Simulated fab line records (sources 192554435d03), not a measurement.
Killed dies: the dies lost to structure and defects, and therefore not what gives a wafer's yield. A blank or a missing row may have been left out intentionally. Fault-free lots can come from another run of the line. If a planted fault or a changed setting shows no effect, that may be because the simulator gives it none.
Split-lot study ; flow n5-finfet ; 21 wafers read across 7 lots, on a route 1938 steps long

## ABOUT THE SPLIT
At N5_BEOL_M5_COAT_05 (resist thk 30 nm), the setting spin-rpm was moved away from the recipe's 1500 rpm on 10 of the 21 wafers read, by -4.4% to +10.7%. For the rest of the wafers, this setting stayed at what the recipe calls for.

## FROM THE SPLIT TO THE READING: what the file shows between them, 4 steps
- N5_BEOL_M5_EXPOSE_08: exposes mask M5, target cd 28 nm (also split here: dose-mj)
- N5_BEOL_M5_PEB_09: peb time 60 s
- N5_BEOL_M5_DEVELOP_10: develop time 30 s
- N5_BEOL_M5_CD_MEAS_11: target cd 27.74 nm

## THE READING
CAR-EUV_of_BEOL_M5_COAT_05.thk-nm (the simulator's own value, which no gauge read), in nm, at N5_BEOL_M5_DESCUM_16 (chemistry O2, time 7 s). The file gives no usual value for it. The 11 wafers here that ran the recipe average 26.0 nm, standard deviation 0.14 nm.

wafer;tool, chamber at the split;spin-rpm as run, rpm;against the recipe;CAR-EUV_of_BEOL_M5_COAT_05.thk-nm, nm;against lot-mates on the recipe
L076.3;litho-track-04, 0;1568;+4.5%;25.2;-0.8
L076.4;litho-track-04, 0;1568;+4.5%;25.4;-0.6
L076.6;litho-track-04, 0;1500;recipe;26;-
L079.1;litho-track-03, 0;1569;+4.6%;25.2;-0.8
L079.2;litho-track-03, 0;1569;+4.6%;25.2;-0.8
L079.5;litho-track-03, 0;1500;recipe;26;-
L078.1;litho-track-03, 0;1500;recipe;26;-
L078.2;litho-track-03, 0;1660;+10.7%;24.6;-1.4
L078.5;litho-track-03, 0;1660;+10.7%;24.4;-1.6
L081.1;litho-track-03, 0;1434;-4.4%;26.8;+1.0
L081.2;litho-track-03, 0;1500;recipe;25.8;-
L081.4;litho-track-03, 0;1434;-4.4%;26.6;+0.8
L082.2;litho-track-01, 0;1500;recipe;25.8;-
L082.3;litho-track-01, 0;1435;-4.3%;26.6;+0.7
L082.5;litho-track-01, 0;1500;recipe;26;-
L084.2;litho-track-04, 0;1500;recipe;26;-
L084.3;litho-track-04, 0;1500;recipe;26.2;-
L084.5;litho-track-04, 0;1500;recipe;26.2;-
L095.2;litho-track-01, 0;1500;recipe;25.8;-
L095.3;litho-track-01, 0;1500;recipe;25.8;-
L095.5;litho-track-01, 0;1588;+5.9%;25;-0.8

THE FIT
A straight line over all 21 wafers: CAR-EUV_of_BEOL_M5_COAT_05.thk-nm changes by -0.147 nm for each +1% of spin-rpm; r = -0.98; the points scatter about the line by 0.14 nm.
The same after taking each lot's own level away (the mean of its wafers on the recipe; 21 wafers): -0.155 nm for each +1%; r = -0.99; scatter 0.12 nm.
Per that fit: largest spin-rpm move, reading shift of 1.7 nm.
Measured against the standard deviation above, the lots' own levels, which go from 25.80 to 26.13 nm, span 2.3 times it.
The two slopes agree, so the slope changes little with the lot-to-lot level.
Check: -1.71 nm against its lot-mates is what the line predicts for one of the wafers moved furthest among these (+10.7%) when that wafer is left out of the fit. Against them it came out at -1.4 nm.

## OTHER SPLITS ON THESE WAFERS
These wafers also went through other splits before the reading. Each is held against what the fit with the lots' levels taken away leaves over:
other split on the same wafers;wafers away from the commonest value;r with CAR-EUV_of_BEOL_M5_COAT_05.thk-nm (lot level and that fit taken away)
N5_BEOL_M3_COAT_22 spin-rpm;13;+0.01
N5_BEOL_M4_COAT_05 spin-rpm;6;+0.20
N5_BEOL_M4_COAT_76 spin-rpm;10;+0.28
N5_BEOL_M4_DESCUM_33 time-s;6;+0.13
N5_BEOL_M5_EXPOSE_08 dose-mj;3;+0.15

## THE WHOLE CHAIN: every reading that the file lists as answering this split, in the file's order
step;what it does;reading;change (the file's fit);r (the file's)
N5_BEOL_M5_COAT_05;resist thk 30 nm;CAR-EUV_of_BEOL_M5_COAT_05.thk-nm (the simulator's own value, which no gauge read);-0.142 nm for each +1% of the setting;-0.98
N5_BEOL_M5_DESCUM_16;chemistry O2, time 7 s;CAR-EUV_of_BEOL_M5_COAT_05.thk-nm (the simulator's own value, which no gauge read);-0.151 nm for each +1% of the setting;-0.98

## FILE'S OWN FIT
CAR-EUV_of_BEOL_M5_COAT_05.thk-nm changes by -0.151 nm for each +1% of spin-rpm, r = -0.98.
